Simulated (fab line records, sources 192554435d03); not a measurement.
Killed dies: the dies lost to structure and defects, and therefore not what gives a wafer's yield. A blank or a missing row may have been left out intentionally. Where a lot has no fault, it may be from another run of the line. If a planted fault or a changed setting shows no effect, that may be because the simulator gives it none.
The tool behind it: which one? | flow n5 finfet | 36 wafers from 12 lots sampled at 2 of the route's 1938 steps

WHAT THE GAUGES READ, wafer by wafer
N5_BEOL_M10_INSPECT_58: inspects for defects (darkfield).
lot  | measured     | on                | raw defect count
L076 | day 10 23:34 | defect inspect-01 | 42 35 48
L077 | day 11 13:15 | defect inspect-02 | 62 57 91
L079 | day 11 20:24 | defect inspect-01 | 125 35 92
L082 | day 12 05:31 | defect inspect-02 | 89 73 52
L081 | day 12 15:59 | defect inspect-02 | 86 78 98
L085 | day 13 14:04 | defect inspect-01 | 46 53 52
L086 | day 14 00:37 | defect inspect-01 | 84 51 50
L088 | day 14 07:15 | defect inspect-01 | 60 56 37
L091 | day 14 10:54 | defect inspect-01 | 106 161 116
L093 | day 15 15:43 | defect inspect-01 | 69 64 42
L096 | day 15 23:19 | defect inspect-01 | 87 45 96
L097 | day 16 08:15 | defect inspect-02 | 71 102 66

EACH LOT AND THE TOOL THAT RAN IT (in order: tool; ch and the chambers of the sampled wafers; start)
lot  | N5_BEOL_M10_DEGAS_44
L076 | pvd sputter-03, day 10 21:53
L077 | pvd sputter-02, day 11 11:29
L079 | pvd sputter-02, day 11 18:42
L082 | pvd sputter-01, day 12 03:45
L081 | pvd sputter-03, day 12 13:51
L085 | pvd sputter-03, day 13 12:02
L086 | pvd sputter-03, day 13 22:22
L088 | pvd sputter-01, day 14 05:26
L091 | pvd sputter-03, day 14 07:37
L093 | pvd sputter-02, day 15 14:04
L096 | pvd sputter-01, day 15 21:30
L097 | pvd sputter-02, day 16 06:17
- N5_BEOL_M10_DEGAS_44: time 60 s.

THE ANSWER, worked out from the rows above alone
Rule: usual is defined by the lots themselves. The widest of any qualifying gaps counts: lots, ordered by their means at a reading, are off when they make up no more than a third of the lots, leave a main group of 4 or more, and stand apart from it by 3 or more times the standard deviation of that group's means. A main group is skipped when, at the precision printed for the reading in the tables above, its means are all equal. Also off: a lot with no number at a reading for which 4 or more lots have one. Any other lot the step has rows for is counted as sound.
No lot is off at any reading shown: from this, nothing can be told.

WHAT THE SIMULATOR PUT IN
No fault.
